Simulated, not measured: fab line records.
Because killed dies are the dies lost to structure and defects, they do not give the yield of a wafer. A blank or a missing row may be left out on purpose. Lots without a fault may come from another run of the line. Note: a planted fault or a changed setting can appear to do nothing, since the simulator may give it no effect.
Matching of chambers    flow n5 finfet    N5_BEOL_M11_STRIP_19 on rie diel-04: 4 sister chambers
The step strips in O2. 20 wafers are shown with their chamber, then 10 later ones without.

WAFERS WITH THEIR CHAMBER
wafer   chamber  drypump motor current A (A)  throttle valve pct (%)  oes product au (a.u.)
L076.1  2        5.7                          17.20                   0.68
L076.4  0        5.9                          17.05                   0.72
L076.6  0        5.9                          17.05                   0.71
L075.1  3        5.2                          16.73                   0.84
L075.3  2        5.7                          17.20                   0.68
L075.5  1        5.3                          16.70                   0.69
L079.1  0        5.9                          17.09                   0.69
L079.4  2        5.7                          16.78                   1.00
L079.6  1        5.3                          16.73                   0.68
L081.3  1        5.2                          16.71                   0.69
L081.5  2        5.7                          16.79                   0.99
L081.6  3        5.2                          16.73                   0.83
L082.2  1        5.3                          16.73                   0.68
L082.4  0        5.9                          17.08                   0.70
L082.5  2        5.7                          16.79                   0.99
L085.1  1        5.2                          16.74                   0.68
L085.2  3        5.1                          16.75                   0.82
L085.3  0        5.9                          17.10                   0.69
L086.2  1        5.3                          16.72                   0.68
L086.3  2        5.7                          16.82                   0.94

SIGNATURES, as means of the wafers listed above
reading                  chamber 0  chamber 1  chamber 2  chamber 3  scatter within a chamber
drypump motor current A  5.900      5.267      5.700      5.167      0.0354
throttle valve pct       17.0740    16.7217    16.9300    16.7367    0.118
oes product au           0.7020     0.6833     0.8800     0.8300     0.0878
Rule: for a wafer and a chamber, the distance is found by dividing, reading by reading, the gap between the wafer's reading and the chamber's mean by the reading's scatter, squaring, summing and taking the root. The wafer belongs to the nearest chamber; if the next one is less than 2 further off, it can't be placed. The scatter: the root of (the sum of the squares of (reading less its chamber's mean) over the shown wafers, divided by (wafers less chambers)).

WAFERS WITH NO CHAMBER GIVEN
wafer   drypump motor current A (A)  throttle valve pct (%)  oes product au (a.u.)
L086.4  5.1                          16.77                   0.81
L092.1  5.1                          16.78                   0.79
L092.2  5.9                          17.13                   0.70
L092.3  5.7                          16.84                   0.91
L093.1  5.1                          16.79                   0.80
L093.3  5.7                          16.83                   0.92
L093.4  5.2                          16.80                   0.80
L094.3  5.1                          16.80                   0.80
L094.4  5.2                          16.30                   1.02
L094.6  5.7                          16.85                   0.91

EACH ONE'S CHAMBER
wafer   from the rows above      in truth
L086.4  3                        3
L092.1  3                        3
L092.2  0                        0
L092.3  2                        2
L093.1  3                        3
L093.3  2                        2
L093.4  can't be placed: 3 or 1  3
L094.3  3                        3
L094.4  can't be placed: 3 or 1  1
L094.6  2                        2
Correct placement for 8 of the 10. These rows do not allow placing 2 (true chamber among the candidates in 2). Placed wrongly: 0.
